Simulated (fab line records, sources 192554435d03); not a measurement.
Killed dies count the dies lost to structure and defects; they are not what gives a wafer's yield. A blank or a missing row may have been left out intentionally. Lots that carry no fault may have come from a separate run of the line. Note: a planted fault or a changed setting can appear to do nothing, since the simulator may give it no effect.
Chamber matching + flow n5_finfet + 3 sister chambers for N5_BEOL_M1_PRE_CLEAN_60 on cvd_co-01
The step time 15 s. 6 wafers are shown with their chamber, then 12 later ones without.

== EACH WAFER AND ITS CHAMBER ==
| wafer  | chamber | heater_power_w (W) |
|--------|---------|--------------------|
| L087.1 | 1       | 114                |
| L089.2 | 1       | 116                |
| L089.4 | 0       | 94                 |
| L092.3 | 2       | 94                 |
| L092.4 | 0       | 92                 |
| L092.6 | 2       | 92                 |

== WAFERS WHOSE CHAMBER IS MISSING ==
| wafer  | heater_power_w (W) |
|--------|--------------------|
| L091.3 | 95                 |
| L091.5 | 92                 |
| L091.6 | 113                |
| L093.1 | 93                 |
| L093.2 | 113                |
| L093.4 | 113                |
| L095.2 | 117                |
| L095.3 | 97                 |
| L095.4 | 116                |
| L096.2 | 92                 |
| L096.3 | 116                |
| L096.4 | 94                 |

== CHAMBER TAKEN BY EACH ==
| wafer  | from the rows above     | in truth |
|--------|-------------------------|----------|
| L091.3 | can't be placed: 0 or 2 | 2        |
| L091.5 | can't be placed: 0 or 2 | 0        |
| L091.6 | 1                       | 1        |
| L093.1 | can't be placed: 0 or 2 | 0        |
| L093.2 | 1                       | 1        |
| L093.4 | 1                       | 1        |
| L095.2 | 1                       | 1        |
| L095.3 | can't be placed: 0 or 2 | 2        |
| L095.4 | 1                       | 1        |
| L096.2 | can't be placed: 0 or 2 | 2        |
| L096.3 | 1                       | 1        |
| L096.4 | can't be placed: 0 or 2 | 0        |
6 of 12 placed correctly. From these rows, 6 cannot be placed; in 6 the true chamber is one of the candidates. 0 placed wrongly.
How it was worked out, from the rows above alone: a wafer's distance from a chamber is the root of the sum, over the readings, of the square of ((its reading less the chamber's mean) divided by the reading's scatter). If the next closest chamber is less than 2 further off than the closest, the wafer can't be placed; otherwise it belongs to the closest. Each chamber's mean is taken over the wafers shown for it. How the scatter is found: for the shown wafers, subtract from each reading the mean of its chamber, square and add these, divide the total by (wafers less chambers), then take the root.
